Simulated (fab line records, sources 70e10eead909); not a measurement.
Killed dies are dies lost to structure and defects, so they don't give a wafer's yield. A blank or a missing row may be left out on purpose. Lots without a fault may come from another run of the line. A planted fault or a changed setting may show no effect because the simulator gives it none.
fab line records | flow nand_harc | part 1 of 2: steps 1 to 27 of 38
record lots=5 wafers=15 last_day=23
route steps=1159 shown P_M1@309 P_M2@318
lots that met no fault: from a run of the same line without faults
start_h: hours from the record's first day to the start of the lot's first wafer shown | wait_h: hours since the lot's step before | " the same as in the row above | L1.1+2: a row that stands for several wafers | - no value, or no start given | * or withheld: withheld | < > ~ a bound
route shown NAME@n: a module of which the file shows steps, and the number in the route of the first | usual: mean/standard deviation of fault-free wafers | same: alike in all rows | chamber/n: place in a boat | sites: the reading at each site | _std_site: their standard deviation | _edge_site: outer sites' mean less inner sites' | radius_mm: how far each site lies from the wafer's centre | mask NAME#n: copy n | behind: the tool/chamber that last shaped the wafer | hold: why the lot was held/for how many hours/how that ended | device: the transistor (n, p or np) that didn't switch | end of line: the same wafers' tests at the end of the route | a step without rows: its recipe alone | killed: dies lost to structure and defects at the first sort, not the wafer's yield | map: a wafer's dies, x killed, . not, _ none there
set.NAME: the setting as run; set.NAME@STEP: as run at that earlier step | model.NAME: the simulator's own value behind a step, which no gauge read
lots at some steps of the route; a table a step, a row a wafer
services: from which hour (start_h, from the record's first day; less than 0 if before it) a tool's chamber was out of use, for how many hours, and why
## steps
# step NHARC_P_M1_ECD_22
# recipe target_thk_a=4000 bath_temp_c=25 material=Cu
# usual bath_heat_duty_pct=6.1/0.74
# columns lot.wafer tool chamber start_h wait_h bath_heat_duty_pct
L075.2 ecd_cu-01 1 139.24 - 5.5
L075.4 " 0 " " 4.2
L075.5 " 0 " " 4.7
L077.2 ecd_cu-02 0 144.65 - 5.9
L077.3 " 0 " " 6.0
L077.5 " 0 " " 5.5
L089.2 ecd_cu-01 0 218.24 - 4.9
L089.3 " 0 " " 4.9
L089.5 " 0 " " 4.3
L093.1 ecd_cu-02 1 233.22 - 7.1
L093.5 " 1 " " 7.0
L093.6 " 0 " " 6.1
L092.1 ecd_cu-02 0 233.72 - 5.8
L092.2 " 1 " " 5.8
L092.5 " 1 " " 6.8
# step NHARC_P_M1_ANNEAL_31
# recipe temp_c=225 time_s=90
# usual anneal_temp_c_max=225.69/0.21 wafer_temp_C_max=225.9/0.32
# columns lot.wafer tool chamber start_h wait_h anneal_temp_c_max wafer_temp_C_max
L075.2 rtp_anneal-02 0 139.64 - 225.78 225.9
L075.4 " 0 " " 225.89 225.8
L075.5 " 0 " " 225.73 225.6
L077.2 rtp_anneal-01 0 145.03 0.3 225.60 226.2
L077.3 " 0 " " 225.80 226.5
L077.5 " 0 " " 225.91 225.8
L089.2 rtp_anneal-02 0 218.62 0.3 225.76 226.2
L089.3 " 0 " " 225.89 225.5
L089.5 " 0 " " 225.84 225.7
L093.1 rtp_anneal-02 0 233.62 - 225.43 225.3
L093.5 " 0 " " 225.68 225.9
L093.6 " 0 " " 225.78 225.5
L092.1 rtp_anneal-02 0 234.10 0.3 225.64 225.9
L092.2 " 0 " " 225.65 225.9
L092.5 " 0 " " 225.46 225.8
# step NHARC_P_M1_CMP_23
# recipe t_overpolish_s=20 target_thk_nm=157.82
# usual motor_current_A=12.1/1.6 time_to_endpoint_s=28/3.7
# columns lot.wafer tool chamber start_h wait_h motor_current_A time_to_endpoint_s
L075.4 cmp-02 3 139.94 - 11.7 28
L075.2 " 0 " " 11.6 30
L075.5 " 3 " " 11.3 31
L077.3 cmp-04 2 145.35 - 11.8 24
L077.2 " 0 " " 12.8 30
L077.5 " 2 " " 12.1 24
L089.2 cmp-04 3 218.94 - 10.5 29
L089.3 " 0 " " 14.3 32
L089.5 " 2 " " 12.3 26
L093.1 cmp-02 2 233.99 - 9.9 34
L093.6 " 1 " " 11.2 34
L093.5 " 2 " " 9.6 33
L092.1 cmp-02 0 234.44 - 11.1 31
L092.2 " 1 " " 12.0 25
L092.5 " 1 " " 11.7 28
# step NHARC_P_M1_THK_MEAS_24
# recipe thk_meas_gauge=xrf
# usual thk_nm=157.5/1.8
# columns lot.wafer tool chamber start_h wait_h thk_nm
L075.2 film_metro-02 - 140.26 - 158.5
L075.4 " - " " 159.5
L075.5 " - " " 158.4
L077.2 film_metro-02 - 145.64 - 157.9
L077.3 " - " " 157.3
L077.5 " - " " 157.5
L089.2 film_metro-02 - 219.22 - 156.4
L089.3 " - " " 160.3
L089.5 " - " " 153.9
L093.1 film_metro-02 - 234.28 - 156.6
L093.5 " - " " 158.7
L093.6 " - " " 154.6
L092.1 film_metro-01 - 234.76 - 159.9
L092.2 " - " " 157.7
L092.5 " - " " 157.3
# step NHARC_P_M1_SRD_25
# columns lot.wafer tool chamber start_h wait_h
L075.2+4+5 wet_bench-08 4,7,0 140.31 0.0
L077.5+3+2 wet_bench-10 1,2,3 145.68 0.0
L089.2+5+3 wet_bench-08 4,6,7 219.27 0.0
L093.1+6+5 wet_bench-10 5,6,0 234.32 0.0
L092.2+1+5 wet_bench-10 4,5,7 234.89 0.1
# step NHARC_P_M1_INSPECT_27
# usual raw_defect_count=304/140
# columns lot.wafer tool chamber start_h wait_h raw_defect_count
L075.2 defect_inspect-01 - 140.42 0.0 227
L075.4 " - " " 276
L075.5 " - " " 256
L077.2 defect_inspect-01 - 145.80 0.0 227
L077.3 " - " " 171
L077.5 " - " " 315
L089.2 defect_inspect-02 - 219.38 0.0 449
L089.3 " - " " 291
L089.5 " - " " 734
L093.1 defect_inspect-02 - 234.44 0.0 433
L093.5 " - " " 303
L093.6 " - " " 188
L092.1 defect_inspect-01 - 235.00 0.0 399
L092.2 " - " " 350
L092.5 " - " " 321
# step NHARC_P_M1_PRE_CLEAN_32
# recipe time_s=12 temp_c=370 rf_power_w=300 gas=NH3
# usual heater_power_w=629/80
# columns lot.wafer tool chamber start_h wait_h heater_power_w
L075.2 pecvd-03 2 140.49 0.1 620
L075.4 " 2 " " 615
L075.5 " 0 " " 634
L077.3 pecvd-01 2 145.86 0.1 615
L077.2 " 0 " " 594
L077.5 " 2 " " 607
L089.3 pecvd-01 0 219.45 0.1 572
L089.2 " 2 " " 592
L089.5 " 1 " " 631
L093.1 pecvd-03 0 234.53 0.1 626
L093.5 " 2 " " 663
L093.6 " 0 " " 604
L092.2 pecvd-03 0 235.07 0.1 666
L092.1 " 2 " " 642
L092.5 " 2 " " 652
# step NHARC_P_M1_DEP_33
# recipe target_thk_a=300 temp_c=370 target_thk_nm=30 pressure_torr=3 flow_sccm=200 rf_w=450 material=SiCN
# usual heater_power_w=582/82
# columns lot.wafer tool chamber start_h wait_h heater_power_w
L075.2 pecvd-03 2 140.56 0.1 562
L075.4 " 2 " " 564
L075.5 " 0 " " 563
L077.3 pecvd-01 2 145.94 0.1 583
L077.2 " 0 " " 555
L077.5 " 2 " " 571
L089.3 pecvd-01 0 219.52 0.1 529
L089.2 " 2 " " 538
L089.5 " 1 " " 527
L093.1 pecvd-03 0 234.67 0.1 624
L093.5 " 2 " " 553
L093.6 " 0 " " 606
L092.2 pecvd-03 0 235.15 0.1 529
L092.1 " 2 " " 615
L092.5 " 2 " " 611
# step NHARC_P_M2_DEP_00
# recipe target_thk_a=1825 target_thk_nm=182.5 temp_c=withheld pressure_torr=5 flow_sccm=200 rf_w=600 material=SiOC
# columns lot.wafer tool chamber start_h wait_h
L075.2+5+4 pecvd-03 0,0,2 - -
L077.3+2+5 pecvd-03 2,0,1 146.40 -
L089.3+2+5 pecvd-02 2,0,0 219.96 -
L093.1+5+6 pecvd-02 1,1,0 234.99 -
L092.1+2+5 pecvd-03 1,2,1 - -
# step NHARC_P_M2_DEHYDRATE_01
# recipe temp_c=150 time_s=120
# columns lot.wafer tool chamber start_h wait_h
L075.2+4+5 litho_track-01 0 141.36 -
L077.2+3+5 litho_track-06 0 146.75 -
L089.2+3+5 litho_track-04 0 220.32 -
L093.1+5+6 litho_track-01 0 235.40 -
L092.1+2+5 litho_track-01 0 235.96 -
# step NHARC_P_M2_HMDS_02
# recipe time_s=30
# columns lot.wafer tool chamber start_h wait_h
L075.2+4+5 litho_track-01 0 - -
L077.2+3+5 litho_track-06 0 - -
L089.2+3+5 litho_track-04 0 - -
L093.1+5+6 litho_track-01 0 - -
L092.1+2+5 litho_track-01 0 - -
# step NHARC_P_M2_COAT_34
# recipe temp_c=200 time_s=65
# columns lot.wafer tool chamber start_h wait_h
L075.2+4+5 litho_track-01 0 - -
L077.2+3+5 litho_track-06 0 - -
L089.2+3+5 litho_track-04 0 - -
L093.1+5+6 litho_track-01 0 - -
L092.1+2+5 litho_track-01 0 - -
# step NHARC_P_M2_COAT_03
# recipe spin_rpm=1500 resist_thk_nm=90
# usual spin_speed_rpm=1500.1/1.1
# columns lot.wafer tool chamber start_h wait_h spin_speed_rpm
L075.2 litho_track-01 0 - - 1501.0
L075.4 " 0 " " 1499.2
L075.5 " 0 " " 1499.8
L077.2 litho_track-06 0 - - 1501.6
L077.3 " 0 " " 1499.6
L077.5 " 0 " " 1499.5
L089.2 litho_track-04 0 - - 1500.7
L089.3 " 0 " " 1501.0
L089.5 " 0 " " 1501.1
L093.1 litho_track-01 0 - - 1498.6
L093.5 " 0 " " 1499.8
L093.6 " 0 " " 1500.2
L092.1 litho_track-01 0 - - 1500.6
L092.2 " 0 " " 1501.5
L092.5 " 0 " " 1501.1
# step NHARC_P_M2_SOFTBAKE_04
# recipe temp_c=105 time_s=55
# columns lot.wafer tool chamber start_h wait_h
L075.2+4+5 litho_track-01 0 - -
L077.2+3+5 litho_track-06 0 - -
L089.2+3+5 litho_track-04 0 - -
L093.1+5+6 litho_track-01 0 - -
L092.1+2+5 litho_track-01 0 - -
# step NHARC_P_M2_EBR_05
# columns lot.wafer tool chamber start_h wait_h
L075.2+4+5 litho_track-01 0 - -
L077.2+3+5 litho_track-06 0 - -
L089.2+3+5 litho_track-04 0 - -
L093.1+5+6 litho_track-01 0 - -
L092.1+2+5 litho_track-01 0 - -
# step NHARC_P_M2_EXPOSE_06
# recipe na=1.35 target_cd_nm=170 dose_mj=80.78 mask_id=P_M2
# columns lot.wafer tool chamber start_h wait_h mask
L075.2+4+5 arfi_scanner-01 0 141.65 - P_M2#0
L077.2+3+5 arfi_scanner-03 0 147.06 - P_M2#0
L089.2+3+5 arfi_scanner-01 0 220.49 - P_M2#0
L093.1+5+6 arfi_scanner-02 0 235.56 - P_M2#0
L092.1+2+5 arfi_scanner-01 0 236.24 - P_M2#0
# step NHARC_P_M2_PEB_07
# recipe peb_temp_c=100 peb_time_s=65
# columns lot.wafer tool chamber start_h wait_h
L075.2+4+5 litho_track-01 0 141.71 0.1
L077.2+3+5 litho_track-06 0 147.12 0.1
L089.2+3+5 litho_track-01 0 220.55 0.1
L093.1+5+6 litho_track-06 0 235.62 0.1
L092.1+2+5 litho_track-06 0 236.30 0.1
# step NHARC_P_M2_DEVELOP_08
# recipe develop_time_s=35 dev_temp_c=23
# columns lot.wafer tool chamber start_h wait_h
L075.2+4+5 litho_track-01 0 - -
L077.2+3+5 litho_track-06 0 - -
L089.2+3+5 litho_track-01 0 - -
L093.1+5+6 litho_track-06 0 - -
L092.1+2+5 litho_track-06 0 - -
# step NHARC_P_M2_CD_MEAS_09
# recipe target_cd_nm=170 landing_energy_ev=500
# usual cd_nm=169.9/0.78
# columns lot.wafer tool chamber start_h wait_h cd_nm
L075.2 cd_sem-01 0 141.79 - 170.7
L075.4 " 0 " " 170.3
L075.5 " 0 " " 169.4
L077.2 cd_sem-02 0 147.21 - 171.6
L077.3 " 0 " " 169.5
L077.5 " 0 " " 170.1
L089.2 cd_sem-01 0 220.63 - 169.5
L089.3 " 0 " " 170.9
L089.5 " 0 " " 169.8
L093.1 cd_sem-02 0 235.70 - 170.4
L093.5 " 0 " " 170.5
L093.6 " 0 " " 169.5
L092.1 cd_sem-03 0 236.38 - 168.2
L092.2 " 0 " " 170.1
L092.5 " 0 " " 169.0
# step NHARC_P_M2_OVL_MEAS_10
# recipe pitch_nm=340
# usual overlay_x_nm=0.0/0.79 overlay_y_nm=0.1/0.78
# columns lot.wafer tool chamber start_h wait_h overlay_x_nm overlay_y_nm
L075.2 overlay-01 - 141.87 - 1.4 0.8
L075.4 " - " " 1.6 0.7
L075.5 " - " " 2.1 0.2
L077.2 overlay-02 - 147.29 - -0.2 1.0
L077.3 " - " " 0.1 1.0
L077.5 " - " " -0.9 0.9
L089.2 overlay-02 - 220.73 - 0.5 -0.6
L089.3 " - " " 0.0 0.7
L089.5 " - " " 0.0 0.1
L093.1 overlay-02 - 235.79 - 0.8 -1.5
L093.5 " - " " 0.5 -1.5
L093.6 " - " " 0.7 -1.3
L092.1 overlay-01 - 236.47 - 0.7 -0.6
L092.2 " - " " 0.4 -0.5
L092.5 " - " " 0.2 -0.1
# step NHARC_P_M2_INSPECT_11
# usual raw_defect_count=4.4/2.2
# columns lot.wafer tool chamber start_h wait_h raw_defect_count
L075.2 defect_inspect-01 - 141.91 0.0 2
L075.4 " - " " 5
L075.5 " - " " 6
L077.2 defect_inspect-01 - 147.33 0.0 4
L077.3 " - " " 5
L077.5 " - " " 3
L089.2 defect_inspect-01 - 220.77 0.0 5
L089.3 " - " " 6
L089.5 " - " " 4
L093.1 defect_inspect-02 - 235.83 0.0 7
L093.5 " - " " 4
L093.6 " - " " 5
L092.1 defect_inspect-02 - 236.51 0.0 1
L092.2 " - " " 4
L092.5 " - " " 6
# step NHARC_P_M2_DESCUM_14
# recipe time_s=3 o2_flow_sccm=200 ar_flow_sccm=0 bias_power_w=0 chemistry=O2
# usual drypump_motor_current_A=5.7/0.46 oes_product_au=1.006/0.015 rf_vpp_V=57.4/0.81 showerhead_plenum_p_Torr=1.86/0.073 throttle_valve_pct=11.311/0.0099
# same bias_power_w=0
# columns lot.wafer tool chamber start_h wait_h drypump_motor_current_A oes_product_au rf_hours_counter_h rf_vpp_V showerhead_plenum_p_Torr throttle_valve_pct
L075.2 rie_diel-09 1 141.99 0.1 6.4 1.009 2 57.9 1.78 11.306
L075.5 " 2 " " 5.5 1.003 - 56.9 1.80 11.331
L075.4 " 1 " " 6.4 1.005 - 57.3 1.78 11.306
L077.3 rie_diel-09 1 147.39 0.1 6.4 1.012 2 57.5 1.78 11.325
L077.2 " 2 " " 5.5 1.009 2 56.9 1.80 11.328
L077.5 " 1 " " 6.4 1.010 - 56.9 1.78 11.311
L089.3 rie_diel-07 2 220.84 0.1 6.6 1.020 54 55.8 1.89 11.296
L089.2 " 0 " " 5.1 1.007 60 56.7 1.76 11.328
L089.5 " 2 " " 6.6 1.028 - 56.8 1.89 11.301
L093.1 rie_diel-09 1 235.91 0.1 6.4 1.007 6 57.5 1.78 11.311
L093.6 " 2 " " 5.5 1.013 - 57.5 1.80 11.307
L093.5 " 3 " " 5.8 1.008 - 58.3 1.86 11.299
L092.2 rie_diel-04 3 236.58 0.1 5.4 1.014 26 57.3 2.02 11.325
L092.1 " 1 " " 5.1 1.007 27 56.9 1.91 11.329
L092.5 " 2 " " 5.8 1.005 - 57.4 1.97 11.321
# step NHARC_P_M2_ETCH_35
# recipe target_depth_a=400 overetch_a=120 time_s=43.94 ion_energy_ev=200 n2_flow_sccm=150 h2_flow_sccm=150 ar_flow_sccm=0 rf_w=400 bias_w=150 chemistry=N2/H2
# usual drypump_motor_current_A=5.7/0.47 h2_flow_sccm=150.0/0.49 oes_product_au=1.006/0.017 rf_vpp_V=428.8/2.3 showerhead_plenum_p_Torr=1.98/0.078 throttle_valve_pct=14.171/0.0091
# columns lot.wafer tool chamber start_h wait_h drypump_motor_current_A h2_flow_sccm oes_product_au rf_hours_counter_h rf_vpp_V showerhead_plenum_p_Torr throttle_valve_pct
L075.2 rie_diel-09 3 142.08 0.1 5.8 150.4 1.016 2 427.8 1.98 14.180
L075.4 " 3 " " 5.7 150.6 1.020 - 428.3 1.98 14.163
L075.5 " 1 " " 6.4 150.2 1.010 - 426.5 1.90 14.165
L077.2 rie_diel-09 3 147.49 0.1 5.8 149.4 1.026 2 428.8 1.98 14.166
L077.3 " 2 " " 5.5 150.0 1.014 2 427.9 1.92 14.164
L077.5 " 1 " " 6.4 149.6 1.005 - 425.7 1.90 14.167
L089.2 rie_diel-07 2 220.92 0.1 6.6 150.5 1.029 54 430.9 2.02 14.180
L089.3 " 0 " " 5.1 150.5 0.996 60 424.8 1.87 14.162
L089.5 " 3 " " 5.1 149.2 1.004 - 432.0 2.07 14.169
L093.1 rie_diel-09 1 235.98 0.1 6.4 150.5 1.004 6 426.0 1.90 14.171
L093.6 " 3 " " 5.8 149.7 1.016 - 428.2 1.98 14.165
L093.5 " 0 " " 5.3 150.3 0.970 - 428.6 1.96 14.173
L092.2 rie_diel-04 1 236.67 0.1 5.1 150.6 1.012 27 429.5 2.03 14.174
L092.1 " 2 " " 5.8 150.0 1.001 25 433.4 2.11 14.166
L092.5 " 0 " " 5.9 150.8 1.032 - 431.0 2.02 14.178
# step NHARC_P_M2_ETCH_15
# recipe target_depth_a=1825 time_s=91.2 c4f8_flow_sccm=withheld ar_flow_sccm=400 rf_w=600 bias_w=300 chemistry=C4F8/Ar
# usual oes_product_au=0.949/0.024 rf_vpp_V=439.1/2.3
# columns lot.wafer tool chamber start_h wait_h oes_product_au rf_hours_counter_h rf_vpp_V
L075.2 rie_diel-09 2 - - 0.968 2 435.4
L075.5 " 2 " " 0.963 - 437.3
L075.4 " 1 " " 0.973 - 437.7
L077.2 rie_diel-09 2 - - 0.956 2 437.1
L077.3 " 1 " " 0.967 2 436.0
L077.5 " 3 " " 0.978 - 438.1
L089.3 rie_diel-07 1 - - 0.935 59 441.0
L089.2 " 2 " " 0.952 54 439.1
L089.5 " 1 " " 0.931 - 440.3
L093.1 rie_diel-09 1 - - 0.966 6 438.2
L093.6 " 2 " " 0.947 - 435.9
L093.5 " 3 " " 0.960 - 438.6
L092.2 rie_diel-04 3 - - 0.937 26 443.2
L092.1 " 0 " " 0.955 27 441.1
L092.5 " 2 " " 0.931 - 443.0
# step NHARC_P_M2_CD_MEAS_16
# usual cd_nm=169.9/1.1
# columns lot.wafer tool chamber start_h wait_h cd_nm
L075.2 cd_sem-03 - 142.32 - 169.9
L075.4 " - " " 169.3
L075.5 " - " " 169.5
L077.2 cd_sem-01 - 147.74 - 170.1
L077.3 " - " " 169.0
L077.5 " - " " 169.9
L089.2 cd_sem-03 - 221.14 - 169.9
L089.3 " - " " 171.0
L089.5 " - " " 169.6
L093.1 cd_sem-03 - 236.19 - 170.7
L093.5 " - " " 170.7
L093.6 " - " " 168.6
L092.1 cd_sem-02 - 236.87 - 168.0
L092.2 " - " " 168.8
L092.5 " - " " 168.3
# step NHARC_P_M2_STRIP_18
# recipe power_w=1000 n2_flow_sccm=150 h2_flow_sccm=150 ar_flow_sccm=0 bias_w=0 chemistry=N2/H2
# usual drypump_motor_current_A=5.7/0.45 h2_flow_sccm=150.1/0.5 oes_product_au=1.005/0.016 rf_vpp_V=90.5/0.98 showerhead_plenum_p_Torr=1.98/0.078 throttle_valve_pct=14.171/0.0088
# columns lot.wafer tool chamber start_h wait_h drypump_motor_current_A h2_flow_sccm oes_product_au rf_hours_counter_h rf_vpp_V showerhead_plenum_p_Torr throttle_valve_pct
L075.2 rie_diel-09 1 142.39 0.1 6.4 149.6 1.005 2 89.4 1.90 14.167
L075.4 " 2 " " 5.5 149.9 0.996 - 89.5 1.92 14.162
L075.5 " 3 " " 5.8 150.2 1.019 - 92.2 1.98 14.199
L077.3 rie_diel-09 1 147.81 0.1 6.4 149.6 0.999 2 89.4 1.90 14.177
L077.2 " 3 " " 5.8 150.9 1.028 2 90.9 1.98 14.174
L077.5 " 3 " " 5.8 150.7 1.036 - 90.4 1.98 14.155
L089.2 rie_diel-04 2 221.21 0.1 5.8 150.2 1.008 22 92.6 2.11 14.156
L089.3 " 1 " " 5.1 149.7 1.002 24 88.7 2.03 14.178
L089.5 " 3 " " 5.5 150.6 1.006 - 90.7 2.15 14.174
L093.1 rie_diel-09 1 236.27 0.1 6.4 149.4 0.998 6 89.1 1.90 14.177
L093.5 " 1 " " 6.4 150.0 1.001 - 91.6 1.90 14.183
L093.6 " 2 " " 5.5 150.2 1.006 - 90.2 1.91 14.187
L092.1 rie_diel-09 2 236.95 0.1 5.4 149.4 1.000 6 89.0 1.91 14.168
L092.2 " 1 " " 6.3 149.2 1.009 6 89.8 1.90 14.167
L092.5 " 1 " " 6.4 149.9 1.003 - 89.3 1.90 14.172
# step NHARC_P_M2_ETCH_28
# recipe target_depth_a=300 over_etch_frac=0.3 time_s=72.99 ion_energy_ev=150 cf4_flow_sccm=50 n2_flow_sccm=100 ar_flow_sccm=150 rf_w=300 bias_w=100 chemistry=CF4/N2
# usual drypump_motor_current_A=5.7/0.44 oes_product_au=1.006/0.016 rf_vpp_V=313.0/1.9 showerhead_plenum_p_Torr=2.56/0.095 throttle_valve_pct=19.793/0.0095
# columns lot.wafer tool chamber start_h wait_h drypump_motor_current_A oes_product_au rf_hours_counter_h rf_vpp_V showerhead_plenum_p_Torr throttle_valve_pct
L075.2 rie_diel-09 1 - - 6.5 1.006 2 311.1 2.46 19.796
L075.5 " 1 " " 6.4 1.016 - 311.3 2.46 19.799
L075.4 " 3 " " 5.8 1.033 - 313.7 2.56 19.777
L077.3 rie_diel-09 2 - - 5.4 1.011 3 313.0 2.48 19.808
L077.2 " 3 " " 5.8 1.032 2 314.4 2.56 19.781
L077.5 " 1 " " 6.4 1.010 - 310.7 2.46 19.794
L089.3 rie_diel-04 2 - - 5.8 1.016 23 315.3 2.71 19.784
L089.2 " 0 " " 6.0 1.026 23 313.2 2.60 19.796
L089.5 " 3 " " 5.4 1.000 - 317.0 2.76 19.787
L093.1 rie_diel-09 2 - - 5.4 1.004 6 313.0 2.48 19.767
L093.5 " 1 " " 6.4 1.008 - 311.2 2.46 19.786
L093.6 " 2 " " 5.5 0.997 - 312.0 2.48 19.776
L092.2 rie_diel-09 3 - - 5.8 1.007 6 312.4 2.56 19.785
L092.1 " 1 " " 6.4 1.016 6 312.4 2.45 19.793
L092.5 " 3 " " 5.8 1.001 - 313.6 2.56 19.792
